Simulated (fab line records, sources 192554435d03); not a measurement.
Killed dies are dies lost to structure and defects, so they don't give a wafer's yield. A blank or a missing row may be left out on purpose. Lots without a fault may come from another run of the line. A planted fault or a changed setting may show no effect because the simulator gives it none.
Chamber matching | flow n5_finfet | N5_BEOL_M6_CMP_52 on cmp-02: 4 sister chambers
The step polishes, stops on SiCOH lowk, t overpolish 6.9 s, target thk 80 nm. 8 wafers are shown with their chamber, then 12 later ones without.

WAFERS WITH THEIR CHAMBER
wafer  | chamber | motor_current_A (A) | time_to_endpoint_s (s)
L092.2 | 3       | 5.7                 | 59.3
L086.2 | 3       | 5.7                 | 60.8
L086.6 | 1       | 5.2                 | 62.0
L087.3 | 2       | 7.2                 | 58.8
L087.6 | 0       | 7.6                 | 62.4
L089.2 | 2       | 7.5                 | 59.1
L089.4 | 0       | 7.7                 | 62.0
L089.5 | 1       | 5.3                 | 63.6

WAFERS WITHOUT THEIR CHAMBER
wafer  | motor_current_A (A) | time_to_endpoint_s (s)
L090.2 | 5.0                 | 65.0
L090.4 | 7.2                 | 57.7
L090.5 | 7.1                 | 60.3
L079.1 | 7.1                 | 61.7
L079.2 | 4.9                 | 65.2
L079.6 | 5.2                 | 64.3
L097.1 | 5.2                 | 64.5
L097.2 | 5.8                 | 60.4
L097.6 | 5.9                 | 60.2
L095.1 | 7.7                 | 65.4
L095.4 | 5.0                 | 65.3
L095.6 | 7.3                 | 64.3

WHICH CHAMBER EACH WENT THROUGH
wafer  | from the rows above     | in truth
L090.2 | 1                       | 1
L090.4 | 2                       | 2
L090.5 | 2                       | 2
L079.1 | can't be placed: 2 or 0 | 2
L079.2 | 1                       | 1
L079.6 | 1                       | 1
L097.1 | 1                       | 1
L097.2 | 3                       | 3
L097.6 | 3                       | 3
L095.1 | 0                       | 0
L095.4 | 1                       | 1
L095.6 | 0                       | 0
Placed correctly: 11 of 12. Can't be placed from these rows: 1 (the true chamber is among the candidates in 1). Placed wrongly: 0.
How it was worked out, from the rows above alone: a wafer's distance from a chamber is the root of the sum, over the readings, of the square of ((its reading less the chamber's mean) divided by the reading's scatter). The wafer belongs to the nearest chamber; if the next one is less than 2 further off, it can't be placed. A chamber's mean is the mean of its shown wafers. The scatter: the root of (the sum of the squares of (reading less its chamber's mean) over the shown wafers, divided by (wafers less chambers)).
